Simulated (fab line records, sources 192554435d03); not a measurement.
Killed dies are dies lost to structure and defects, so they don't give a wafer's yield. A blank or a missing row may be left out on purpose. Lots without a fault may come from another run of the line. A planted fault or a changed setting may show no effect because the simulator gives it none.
Which tool did it? | flow n5_finfet | 15 lots, 42 wafers sampled, at 1 step of a route of 1938

WHAT THE GAUGES READ, wafer by wafer
N5_BEOL_M13_OVL_MEAS_11. Usual: V12_OVL 2 nm, standard deviation 4.9.
lot  | measured     | on         | V12_OVL (nm) | flag
L516 | day 13 06:58 | overlay-02 | 5 5          |
L519 | day 13 20:37 | overlay-01 | 1 0 -1       |
L523 | day 14 04:49 | overlay-02 | -1 2 7       |
L522 | day 14 09:07 | overlay-02 | -6 -7 -7     |
L520 | day 14 16:17 | overlay-01 | -2 6 9       |
L528 | day 15 21:39 | overlay-01 | -1 8 6       |
L527 | day 16 04:11 | overlay-01 | 2 5 -4       |
L529 | day 16 10:58 | overlay-01 | 2 8          |
L526 | day 16 13:22 | overlay-02 | 6 8 0        |
L533 | day 17 12:55 | overlay-02 | 7 4          |
L534 | day 18 10:02 | overlay-01 | -7 1 -3      |
L530 | day 18 15:48 | overlay-01 | 7 -2 9       |
L536 | day 18 17:21 | overlay-01 | 6 1 0        |
L537 | day 18 20:11 | overlay-02 | 10 0 8       |
L535 | day 19 17:31 | overlay-01 | 1 2 8        |

WHICH TOOL RAN EACH LOT (tool, then ch and the chambers of the sampled wafers, then the start)
The record holds no process step before these readings.

WHAT THE TOOLS THEMSELVES READ (means of the sampled wafers that have a number; where no wafer has one, the mark that the record gives instead)
The record holds no such reading with a usual standard deviation.

THE ANSWER, worked out from the rows above alone
Rule: a lot is off if the mean of its wafers that have a number lies more than 3 standard deviations from the usual mean. A lot without any number at a reading at which 4 lots or more have one is off too. The other lots that the step has rows for count as sound. The gauges are gone through in route order, then the tools' own readings, and for those a lot's mean is taken as printed above. The first step at which some lot is off is used, and at that step the reading that is off furthest; a lot without a number counts as furthest.
No lot is off at any reading shown: from this, nothing can be told.

WHAT THE SIMULATOR HAD PUT IN
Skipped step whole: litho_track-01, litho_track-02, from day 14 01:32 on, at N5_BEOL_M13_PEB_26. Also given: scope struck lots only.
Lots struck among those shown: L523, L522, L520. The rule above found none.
